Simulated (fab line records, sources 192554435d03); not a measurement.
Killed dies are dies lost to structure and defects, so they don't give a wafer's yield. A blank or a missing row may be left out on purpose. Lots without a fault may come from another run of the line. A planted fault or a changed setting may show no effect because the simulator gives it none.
One fault seen from 2 desks | flow n5_finfet | each desk has only its own numbers; what lay behind them comes last

THE METROLOGY DESK
What the gauges read, lot by lot, whatever tool the lot ran on: means of the sampled wafers that have a number. A lot is out of limits, marked OUT, if its mean lies more than 4 standard deviations from the usual mean; the brackets give that distance. Of its 12 readings 7 are shown: those that lie furthest out on some lot.
Columns: A = DIBL_N at N5_BEOL_M4_RC_MEAS_101, usual 35.0 mV/V; B = IOFF_N at N5_BEOL_M4_RC_MEAS_101, usual 0.14 nA/um; C = SS_N at N5_BEOL_M4_RC_MEAS_101, usual 71.2 mV/dec; D = SS_P at N5_BEOL_M4_RC_MEAS_101, usual 73.1 mV/dec; E = VT_N at N5_BEOL_M4_RC_MEAS_101, usual 252 mV; F = cd_nm at N5_BEOL_M8_CD_MEAS_28, usual 40.07 nm; G = cd_nm at N5_BEOL_M8_CD_MEAS_35, usual 39.7 nm
lot  | first seen here | A    | B    | C    | D    | E   | F     | G
L541 | day 8 04:15     | 33.2 | 0.13 | 70.3 | 72.8 | 249 | 39.94 | 39.7
L542 | day 8 04:34     | 35.5 | 0.16 | 71.5 | 73.6 | 250 | 40.10 | 40.5
L543 | day 8 07:59     | 35.6 | 0.16 | 71.6 | 73.4 | 250 | 39.80 | 40.0
L544 | day 8 14:15     | 37.9 | 0.21 | 71.8 | 74.1 | 246 | 40.12 | 39.2
L553 | day 10 22:53    | 35.0 | 0.15 | 71.3 | 73.5 | 250 | 40.09 | 40.0
L557 | day 11 16:36    | 32.5 | 0.11 | 70.5 | 71.9 | 255 | 40.00 | 39.9
L558 | day 12 12:14    | 33.3 | 0.13 | 71.4 | 72.7 | 253 | 40.19 | 40.1
L560 | day 12 12:53    | 37.0 | 0.17 | 71.7 | 73.8 | 250 | 40.02 | 40.1
L563 | day 13 14:25    | 34.7 | 0.15 | 71.7 | 73.5 | 248 | 40.39 | 40.0
L564 | day 13 23:25    | 34.2 | 0.12 | 70.8 | 73.2 | 254 | 40.30 | 39.8
This desk's finding: nothing out of limits on any of the 10 lots.

THE TOOL OWNER'S DESK: rie_diel-03
The tool's own readings at N5_BEOL_M8_VIA_ETCH_34 (etches SiCOH lowk in C4F6/O2, target depth 125.5 nm, time 50.5 s): means of the sampled wafers that have a number, for each lot that ran on this tool. A lot is out of limits, marked OUT, if its mean lies more than 4 standard deviations from the usual mean; the brackets give that distance.
Columns: A = drypump_motor_current_A at N5_BEOL_M8_VIA_ETCH_34, usual 5.6 A; B = oes_f_703_au at N5_BEOL_M8_VIA_ETCH_34, usual 0.81 a.u.; C = oes_product_au at N5_BEOL_M8_VIA_ETCH_34, usual 0.80 a.u.; D = rf_vpp_V at N5_BEOL_M8_VIA_ETCH_34, usual 669 V; E = showerhead_plenum_p_Torr at N5_BEOL_M8_VIA_ETCH_34, usual 2.84 Torr; F = throttle_valve_pct at N5_BEOL_M8_VIA_ETCH_34, usual 20.92 %
lot  | first seen here | A   | B    | C    | D   | E    | F
L543 | day 9 19:53     | 5.7 | 0.85 | 0.83 | 667 | 2.94 | 20.95
L553 | day 12 08:17    | 5.7 | 0.75 | 0.56 | 669 | 2.75 | 21.13
L564 | day 15 13:34    | 5.8 | 0.77 | 0.77 | 665 | 2.88 | 21.12
This desk's finding: nothing out of limits on any of the 3 lots.

PUT TOGETHER
The metrology desk saw nothing out of limits.
The tool owner's desk saw nothing out of limits.

WHAT THE SIMULATOR HAD PUT IN
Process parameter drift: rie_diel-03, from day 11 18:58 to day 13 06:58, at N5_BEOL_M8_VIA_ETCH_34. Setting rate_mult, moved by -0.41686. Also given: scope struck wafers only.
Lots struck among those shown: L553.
